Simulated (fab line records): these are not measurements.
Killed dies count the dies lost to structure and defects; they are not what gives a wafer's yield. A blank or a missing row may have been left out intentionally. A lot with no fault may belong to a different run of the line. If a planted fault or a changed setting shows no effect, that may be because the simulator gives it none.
The same fault as seen by 3 desks | flow nand-harc | each desk has only its own numbers; what lay behind them comes last

== THE DEFECT DESK ==
Counts from the inspections along the route, per lot, as means over the sampled wafers that have a number. If a lot's mean is further than 4 standard deviations from the usual mean, the lot is out of limits and carries the mark OUT (the distance appears in the brackets).
Columns: A = raw-defect-count at NHARC_A_M1_INSPECT_11, usual 30
lot  | first seen here | A
L797 | day 18 08:13    | 34
L800 | day 18 08:45    | 25
L801 | day 19 10:37    | 25
L802 | day 19 10:56    | 29
L805 | day 20 01:45    | 23
L806 | day 20 06:53    | 24
L804 | day 20 07:10    | 35
L809 | day 20 14:08    | 27
L814 | day 22 08:01    | 34
L816 | day 22 09:25    | 20
L819 | day 23 18:50    | 21
This desk found nothing out of limits on any of the 11 lots.

== THE METROLOGY DESK ==
What the gauges read for every lot (on any tool): the sampled wafers with a number, averaged. If a lot's mean is further than 4 standard deviations from the usual mean, the lot is out of limits and carries the mark OUT (the distance appears in the brackets).
Columns: A = cd-nm at NHARC_A_M1_CD_MEAS_09, usual 119.8 nm
lot  | first seen here | A
L797 | day 18 08:05    | 119.8
L800 | day 18 08:38    | 119.6
L801 | day 19 10:29    | 119.6
L802 | day 19 10:48    | 120.3
L805 | day 20 01:37    | 119.2
L806 | day 20 06:45    | 119.3
L804 | day 20 07:03    | 120.1
L809 | day 20 14:01    | 119.9
L814 | day 22 07:53    | 125.9 (+13) OUT
L816 | day 22 09:17    | 125.1 (+11) OUT
L819 | day 23 18:43    | 119.7
This desk finds L814, L816 out of limits, L814 being first, at day 22 07:53 (cd-nm at NHARC_A_M1_CD_MEAS_09). Within limits: L797, L800, L801, L802, L805, L806, L804, L809, L819.

== THE TOOL OWNER'S DESK: litho-track-06 ==
The tool's own readings at NHARC_A_M1_PEB_07 (peb time 65 s): means of the sampled wafers that have a number, for each lot that ran on this tool. If a lot's mean is further than 4 standard deviations from the usual mean, the lot is out of limits and carries the mark OUT (the distance appears in the brackets).
Columns: A = heater-power-total-W at NHARC_A_M1_PEB_07, usual 156.6 W; B = plate-temp-C at NHARC_A_M1_PEB_07, usual 100.02 C; C = resist-line-temp-C at NHARC_A_M1_PEB_07, usual 23.02 C
lot  | first seen here | A                | B                | C
L797 | day 18 08:00    | 156.3            | 99.87            | 23.13
L804 | day 20 06:58    | 156.1            | 99.98            | 23.06
L814 | day 22 07:49    | 160.2 (+8.7) OUT | 101.75 (+13) OUT | 23.08
L816 | day 22 09:13    | 160.2 (+8.8) OUT | 101.87 (+14) OUT | 23.09
This desk finds L814, L816 out of limits, L814 being first, at day 22 07:49 (heater-power-total-W at NHARC_A_M1_PEB_07). Within limits: L797, L804.

== PUT TOGETHER ==
The tool owner's desk could have raised an alarm at day 22 07:49, on L814, L816.
The metrology desk could have raised an alarm at day 22 07:53, on L814, L816.
No out-of-limits result turned up at the defect desk.
The defect desk has L814, L816 on record, within its limits.
NHARC_A_M1_PEB_07 was run on litho-track-06 by each of the lots named.

== WHAT THE SIMULATOR PUT IN ==
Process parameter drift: litho-track-06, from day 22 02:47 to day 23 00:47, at NHARC_A_M1_PEB_07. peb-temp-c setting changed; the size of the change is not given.
Struck lots among those shown: L814, L816.
Counting hours from when the fault started, the first reading out of limits came at 5 for the tool owner's desk and at 5 for the metrology desk.
